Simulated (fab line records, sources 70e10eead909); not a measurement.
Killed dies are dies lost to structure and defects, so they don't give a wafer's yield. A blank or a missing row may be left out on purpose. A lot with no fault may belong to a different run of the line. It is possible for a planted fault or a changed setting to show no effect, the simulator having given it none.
fab line records	flow nand-harc
record: lots: 12	wafers: 36	last-day: 33
route steps=1302 shown A_CONTACT@1004 END@1302
lots that met no fault: taken from a fault-free run of the same line
start-h: hours from the record's opening day to when the first of the lot's shown wafers began	wait-h: hours elapsed since this lot's preceding step	" repeats the value in the row above	L1.1+2: a single row standing in for several wafers	- value missing, or start not given	* or withheld: withheld	< > ~ a bound
route shown NAME@n: NAME is a module with steps in the file, n the number in the route of the first one	usual: mean/standard deviation of fault-free wafers	same: alike in all rows	chamber/n: place in a boat	sites: each site's reading	_std_site: how widely they spread, as a standard deviation	_edge_site: the outer-site mean with the inner-site mean subtracted	radius-mm: for every site, how far away it sits from the centre of the wafer	mask NAME#n: copy n	behind: the last tool/chamber to shape the wafer	hold: what put the lot on hold/how long, in hours/how the hold closed	device: transistor that didn't switch, given as n, p or np	end of line: the tests these same wafers got at the end of their route	for a step that has no rows: nothing shown but its recipe	killed: the dies lost at the first sort to structure and to defects; this is not the yield of the wafer	map: per-die view of a wafer (x killed, . not killed, _ where there is no die)
set.NAME: the run value of the setting; set.NAME@STEP: its run value at that earlier step	model.NAME: the simulator's own value behind a step, which no gauge read
one table for each step of the route and one row for each wafer, over a sample of lots
services: from which hour (start-h, from the record's first day; less than 0 if before it) a tool's chamber was out of use, for how many hours, and why
== steps ==
step: NHARC_A_CONTACT_ETCH_51
recipe: target-depth-a: 70000	over-etch-frac: 0.3	time-s: 1820	ion-energy-ev: 150	o2-flow-sccm: 400	cos-flow-sccm: 20	ar-flow-sccm: 0	rf-w: 500	bias-w: 300	chemistry: O2/COS
usual: drypump-motor-current-A: 5.9/0.63	oes-product-au: 0.997/0.01	rf-vpp-V: 314.1/2	showerhead-plenum-p-Torr: 3.12/0.13	throttle-valve-pct: 28.328/0.0084
same: over-etch-frac: 0.3	time-s: 1820
lot.wafer	tool	chamber	start-h	wait-h	drypump-motor-current-A	oes-product-au	rf-hours-counter-h	rf-vpp-V	showerhead-plenum-p-Torr	throttle-valve-pct
L577.2	rie-diel-04	3	-	-	6.5	1.000	21	311.6	3.06	28.327
L577.3	"	0	"	"	4.8	0.992	20	312.0	3.01	28.329
L577.6	"	3	"	"	6.5	1.002	-	312.4	3.06	28.325
L580.3	rie-diel-03	2	-	-	5.0	0.995	16	313.9	3.11	28.316
L580.1	"	0	"	"	6.5	1.009	15	315.7	3.21	28.309
L580.5	"	3	"	"	5.9	1.000	-	317.9	3.36	28.337
L579.3	rie-diel-04	3	-	-	6.4	1.011	26	313.5	3.06	28.327
L579.6	"	3	"	"	6.5	1.016	-	314.5	3.06	28.317
L579.5	"	0	"	"	4.8	0.976	-	313.7	3.00	28.343
L581.2	rie-diel-05	2	-	-	5.4	0.989	31	313.4	3.10	28.340
L581.1	"	0	"	"	5.7	1.007	36	314.2	3.07	28.336
L581.5	"	2	"	"	5.4	0.991	-	314.6	3.10	28.310
L582.1	rie-diel-04	1	-	-	6.5	0.994	4	318.6	3.36	28.324
L582.3	"	2	"	"	6.4	1.014	4	313.4	3.09	28.325
L582.4	"	2	"	"	6.4	1.015	-	312.5	3.09	28.316
L587.4	rie-diel-05	3	-	-	5.8	0.986	1	314.9	3.19	28.325
L587.2	"	0	"	"	5.7	0.992	2	314.1	3.07	28.342
L587.5	"	2	"	"	5.4	1.001	-	315.2	3.09	28.321
L588.1	rie-diel-03	2	-	-	5.0	1.001	48	314.0	3.10	28.323
L588.2	"	3	"	"	5.9	1.012	46	317.3	3.35	28.334
L588.6	"	3	"	"	5.9	1.005	-	317.7	3.35	28.335
L594.4	rie-diel-04	2	-	-	6.4	1.002	20	312.7	3.08	28.324
L594.2	"	3	"	"	6.5	0.991	17	312.3	3.05	28.317
L594.5	"	2	"	"	6.4	1.004	-	313.8	3.08	28.330
L595.2	rie-diel-03	1	-	-	5.7	1.003	16	313.6	3.12	28.345
L595.6	"	0	"	"	6.5	0.980	-	314.6	3.18	28.331
L595.5	"	1	"	"	5.7	0.998	-	314.4	3.13	28.322
L596.1	rie-diel-04	3	-	-	6.5	1.015	23	312.4	3.04	28.323
L596.5	"	2	"	"	6.4	0.994	-	313.2	3.08	28.336
L596.6	"	3	"	"	6.4	1.005	-	312.2	3.04	28.328
L599.2	rie-diel-04	3	-	-	6.5	0.990	1	314.6	3.04	28.339
L599.1	"	0	"	"	4.8	0.997	1	313.4	2.99	28.324
L599.6	"	2	"	"	6.4	1.010	-	313.3	3.08	28.329
L600.3	rie-diel-04	3	-	-	6.5	1.001	1	311.6	3.04	28.321
L600.1	"	0	"	"	4.8	0.998	1	312.3	2.99	28.333
L600.2	"	1	"	"	6.4	1.002	2	317.6	3.35	28.334
step: NHARC_A_CONTACT_ETCH_111
recipe: source-w: withheld	pressure-mtorr: 20	bias-v: withheld	time-s: 140	target-depth-a: 7000	ar-flow-sccm: withheld	c4f8-flow-sccm: withheld	o2-flow-sccm: withheld	chemistry: C4F8/O2/Ar
same: time-s: 140
lot.wafer	tool	chamber	start-h	wait-h	rf-hours-counter-h
L577.2	har-cap-etch-03	0	496.66	-	34
L577.3	"	1	"	"	-
L577.6	"	1	"	"	-
L580.1	har-cap-etch-02	0	519.92	-	89
L580.3	"	1	"	"	-
L580.5	"	1	"	"	-
L579.3	har-cap-etch-01	1	520.30	-	-
L579.6	"	0	"	"	-
L579.5	"	1	"	"	-
L581.1	har-cap-etch-02	0	536.01	-	93
L581.2	"	1	"	"	93
L581.5	"	0	"	"	-
L582.1	har-cap-etch-03	0	560.33	-	49
L582.4	"	1	"	"	-
L582.3	"	0	"	"	-
L587.2	har-cap-etch-01	0	602.27	-	16
L587.4	"	1	"	"	-
L587.5	"	1	"	"	-
L588.2	har-cap-etch-02	1	606.49	-	106
L588.1	"	0	"	"	106
L588.6	"	0	"	"	-
L594.2	har-cap-etch-02	1	656.14	-	116
L594.4	"	0	"	"	-
L594.5	"	0	"	"	-
L595.2	har-cap-etch-03	1	689.68	-	71
L595.6	"	0	"	"	-
L595.5	"	1	"	"	-
L596.1	har-cap-etch-01	0	693.29	-	30
L596.5	"	0	"	"	-
L596.6	"	1	"	"	-
L599.1	har-cap-etch-01	1	721.84	-	37
L599.2	"	0	"	"	37
L599.6	"	1	"	"	-
L600.1	har-cap-etch-02	1	722.70	-	126
L600.2	"	0	"	"	126
L600.3	"	1	"	"	-
step: NHARC_A_CONTACT_ETCH_117
recipe: source-w: withheld	pressure-mtorr: 20	bias-v: 3000	time-s: 190	target-depth-a: 18500	ar-flow-sccm: withheld	c4f8-flow-sccm: withheld	o2-flow-sccm: withheld	chemistry: C4F8/O2/Ar
same: time-s: 190
lot.wafer	tool	chamber	start-h	wait-h	rf-hours-counter-h
L577.2	har-cap-etch-03	0	497.72	0.1	35
L577.3	"	1	"	"	-
L577.6	"	1	"	"	-
L580.1	har-cap-etch-02	0	520.97	0.1	90
L580.3	"	1	"	"	-
L580.5	"	1	"	"	-
L579.3	har-cap-etch-01	1	521.34	0.1	-
L579.6	"	0	"	"	-
L579.5	"	1	"	"	-
L581.1	har-cap-etch-02	0	537.07	0.1	94
L581.2	"	1	"	"	94
L581.5	"	0	"	"	-
L582.1	har-cap-etch-03	0	561.38	0.1	50
L582.4	"	1	"	"	-
L582.3	"	0	"	"	-
L587.2	har-cap-etch-01	0	603.33	0.1	17
L587.4	"	1	"	"	-
L587.5	"	1	"	"	-
L588.2	har-cap-etch-02	1	607.55	0.1	107
L588.1	"	0	"	"	107
L588.6	"	0	"	"	-
L594.2	har-cap-etch-02	1	657.20	0.1	117
L594.4	"	0	"	"	-
L594.5	"	0	"	"	-
L595.2	har-cap-etch-03	1	690.74	0.1	72
L595.6	"	0	"	"	-
L595.5	"	1	"	"	-
L596.1	har-cap-etch-01	0	694.34	0.1	31
L596.5	"	0	"	"	-
L596.6	"	1	"	"	-
L599.1	har-cap-etch-01	1	722.90	0.1	38
L599.2	"	0	"	"	38
L599.6	"	1	"	"	-
L600.1	har-cap-etch-02	1	723.76	0.1	127
L600.2	"	0	"	"	127
L600.3	"	1	"	"	-
step: NHARC_A_CONTACT_ETCH_96
recipe: target-depth-a: 200	over-etch-frac: 0.5	time-s: 10	ion-energy-ev: 250	c4f6-flow-sccm: 25	o2-flow-sccm: 20	ar-flow-sccm: 500	rf-w: 600	bias-w: 500	chemistry: C4F6/O2
usual: drypump-motor-current-A: 6.0/0.63	oes-product-au: 0.968/0.025	rf-vpp-V: 547/3.3	showerhead-plenum-p-Torr: 3.94/0.15	throttle-valve-pct: 26.904/0.0092
same: over-etch-frac: 0.5	time-s: 10
lot.wafer	tool	chamber	start-h	wait-h	drypump-motor-current-A	oes-product-au	rf-hours-counter-h	rf-vpp-V	showerhead-plenum-p-Torr	throttle-valve-pct
L577.3	rie-diel-04	1	499.86	-	6.4	0.970	19	554	4.22	26.901
L577.2	"	2	"	"	6.4	0.976	19	545	3.89	26.899
L577.6	"	2	"	"	6.4	0.976	-	546	3.89	26.909
L580.1	rie-diel-04	0	523.16	-	4.8	0.947	27	544	3.78	26.893
L580.3	"	1	"	"	6.5	0.953	22	553	4.21	26.908
L580.5	"	3	"	"	6.5	0.960	-	545	3.84	26.908
L579.3	rie-diel-03	3	523.43	-	5.9	1.008	18	553	4.22	26.890
L579.6	"	1	"	"	5.7	0.966	-	546	3.96	26.910
L579.5	"	2	"	"	5.0	1.010	-	548	3.91	26.913
L581.2	rie-diel-05	0	539.31	-	5.7	0.944	37	545	3.86	26.911
L581.1	"	2	"	"	5.4	0.936	32	548	3.89	26.914
L581.5	"	3	"	"	5.8	0.929	-	550	4.01	26.900
L582.1	rie-diel-04	1	563.48	-	6.5	0.953	5	551	4.21	26.917
L582.3	"	2	"	"	6.4	0.963	4	545	3.89	26.914
L582.4	"	0	"	"	4.8	0.972	5	543	3.77	26.897
L587.2	rie-diel-04	0	605.43	-	4.8	0.785	11	544	3.77	26.907
L587.4	"	1	"	"	6.5	0.986	12	553	4.20	26.921
L587.5	"	3	"	"	6.4	1.010	-	545	3.84	26.902
L588.2	rie-diel-04	2	609.69	-	6.4	1.007	11	548	3.88	26.918
L588.1	"	0	"	"	4.8	0.779	11	544	3.77	26.910
L588.6	"	2	"	"	6.4	0.996	-	547	3.88	26.903
L594.2	rie-diel-04	0	659.33	-	4.8	0.943	21	543	3.77	26.916
L594.4	"	1	"	"	6.4	0.924	21	554	4.20	26.908
L594.5	"	1	"	"	6.5	0.936	-	555	4.20	26.900
L595.2	rie-diel-04	1	693.04	-	6.5	0.981	26	552	4.20	26.903
L595.5	"	1	"	"	6.5	0.985	-	554	4.20	26.911
L595.6	"	2	"	"	6.4	0.991	-	546	3.87	26.894
L596.1	rie-diel-04	1	696.50	-	6.5	0.923	26	552	4.20	26.894
L596.6	"	1	"	"	6.4	0.919	-	552	4.20	26.899
L596.5	"	2	"	"	6.4	0.939	-	547	3.87	26.902
L599.2	rie-diel-04	3	725.04	-	6.5	0.945	2	544	3.82	26.893
L599.1	"	0	"	"	4.8	0.940	2	545	3.76	26.914
L599.6	"	2	"	"	6.4	0.949	-	546	3.87	26.897
L600.3	rie-diel-03	3	725.93	0.1	5.9	0.953	27	551	4.17	26.912
L600.2	"	0	"	"	6.5	0.947	30	548	3.99	26.900
L600.1	"	1	"	"	5.7	0.961	32	547	3.92	26.921
step: NHARC_END_SORT_01
recipe: temp-c: 25
usual: killed-at-array: 65/19	killed-at-other: 0.9/1.1	killed-at-periphery: 3.5/2.3	killed-dies: 69/19	killed-open: 3.2/1.8	killed-short: 2.4/1.5
same: gross-dies: 677
lot.wafer	tool	chamber	start-h	wait-h	killed-at-array	killed-at-other	killed-at-periphery	killed-dies	killed-open	killed-short
L588.1	prober-02	0	676.07	2.5	473	2	1	476	1	3
L588.2	prober-02	0	676.88	2.8	60	1	1	62	2	6
L588.6	prober-02	0	680.12	4.1	43	1	2	46	2	1
L587.2	prober-02	0	684.67	2.8	518	0	3	521	4	2
L587.4	prober-02	0	686.26	3.4	91	0	4	95	7	4
L587.5	prober-02	0	687.05	3.7	87	2	3	92	7	0
killed by level:class
L588.1 A_CONTACT:area-etch=415 A_SLIT:chamber-film-flake=29 A_CHANNEL_HOLE_D2:chamber-film-flake=14 A_CHANNEL_HOLE_D1:chamber-film-flake=3 A_CONTACT:chamber-film-flake=3 A_CHANNEL_FILL_D1:chamber-film-flake=2 A_WL_FILL:chamber-film-flake=2 A_ONON_D1:geometric-particle:short=1
L588.2 A_SLIT:chamber-film-flake=30 A_CHANNEL_HOLE_D2:chamber-film-flake=11 A_CHANNEL_HOLE_D1:chamber-film-flake=6 A_ONON_D2:geometric-particle:short=2 A_ONON_D1:geometric-particle:short=1 A_CHANNEL_HOLE_D1:geometric-particle:short=1 A_CHANNEL_FILL_D1:geometric-particle:short=1 A_ONON_D2:geometric-particle:open=1
L588.6 A_SLIT:chamber-film-flake=26 A_CHANNEL_HOLE_D2:chamber-film-flake=9 A_CHANNEL_HOLE_D1:chamber-film-flake=3 A_CONTACT:chamber-film-flake=2 P_GATE:geometric-particle:open=1 A_CHANNEL_FILL_D2:geometric-particle:short=1 A_WL_FILL:geometric-particle:open=1 P_GATE:chamber-film-flake=1
L587.2 A_CONTACT:area-etch=434 A_CHANNEL_HOLE_D1:chamber-film-flake=34 A_SLIT:chamber-film-flake=31 A_STAIRCASE:chamber-film-flake=7 A_CHANNEL_FILL_D1:chamber-film-flake=2 A_WL_FILL:chamber-film-flake=2 P_CONTACT:geometric-particle:short=1 A_ONON_D2:geometric-particle:open=1
L587.4 A_CHANNEL_HOLE_D1:chamber-film-flake=36 A_SLIT:chamber-film-flake=34 A_STAIRCASE:chamber-film-flake=7 A_SGD_CUT:chamber-film-flake=3 A_DECK1_JOINT:geometric-particle:short=2 A_ONON_D2:geometric-particle:open=2 A_CHANNEL_FILL_D2:geometric-particle:open=2 P_STI:chamber-film-flake=2
L587.5 A_SLIT:chamber-film-flake=34 A_CHANNEL_HOLE_D1:chamber-film-flake=30 A_SGD_CUT:chamber-film-flake=6 A_STAIRCASE:chamber-film-flake=4 A_CONTACT:chamber-film-flake=3 A_CHANNEL_HOLE_D2:chamber-film-flake=2 A_WL_FILL:chamber-film-flake=2 THIN_TSV:chamber-film-flake=2
== services ==
tool	chamber	start-h	hours	kind
rie-diel-04	0	486.44	-	clean
rie-diel-04	1	486.44	-	clean
rie-diel-04	2	486.44	-	clean
rie-diel-04	3	486.44	-	clean
har-cap-etch-02	-	495.24	1.5	repair
har-cap-etch-01	-	497.00	17.0	pm
rie-diel-04	1	502.51	8.2	repair
rie-diel-03	1	502.74	20.3	repair
rie-diel-04	0	510.94	-	clean
rie-diel-04	1	510.94	-	clean
rie-diel-04	2	510.94	-	clean
rie-diel-04	3	510.94	-	clean
rie-diel-04	-	531.90	9.0	pm
rie-diel-04	3	553.18	5.9	repair
rie-diel-04	-	581.88	0.7	repair
rie-diel-05	-	584.74	9.0	pm
rie-diel-03	0	606.54	6.3	repair
rie-diel-04	1	637.44	7.2	repair
rie-diel-03	-	638.00	9.0	pm
rie-diel-05	-	650.31	0.5	repair
rie-diel-04	0	663.33	5.6	repair
rie-diel-04	0	674.89	6.6	repair
rie-diel-05	1	698.23	15.0	repair
rie-diel-03	2	723.05	8.7	repair
== key ==
first-sign: step: NHARC_A_CONTACT_ETCH_96	reading: oes-product-au	direction: down	sigmas: 7.4	usual: 0.968	struck: 0.782
effect: step: NHARC_END_SORT_01	reading: killed-at-array	direction: up	sigmas: 23	usual: 65	struck: 496
more-kills-born-at: NHARC_A_CONTACT_ETCH_96@rie-diel-04: 849
met-at NHARC_A_CONTACT_ETCH_96
struck-lots L587,L588
struck-wafers L587.2,L588.1
later-rows-left-out L587.2,L588.1
tester-left-out L587,L588
not-acting-at NHARC_A_CONTACT_ETCH_51,NHARC_A_CONTACT_ETCH_111,NHARC_A_CONTACT_ETCH_117
onset-between 563.48 605.43
fault: kind: process-parameter-drift	tool: rie-diel-04	chamber: 0	onset-h: 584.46	steps: NHARC_A_CONTACT_ETCH_96	channel: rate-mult	offset: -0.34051	shape: step	end-h: 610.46
tester-left-out: of these lots the tester's yield and bins aren't shown, on N5 and GAA mostly nor the transistor test; their killed dies are dies lost to structure and defects alone, not to doping, threshold or leakage, so they don't give the yield
later-rows-left-out: the simulator's readings of these wafers behind a module that went badly wrong aren't trusted and aren't shown, but for the sort
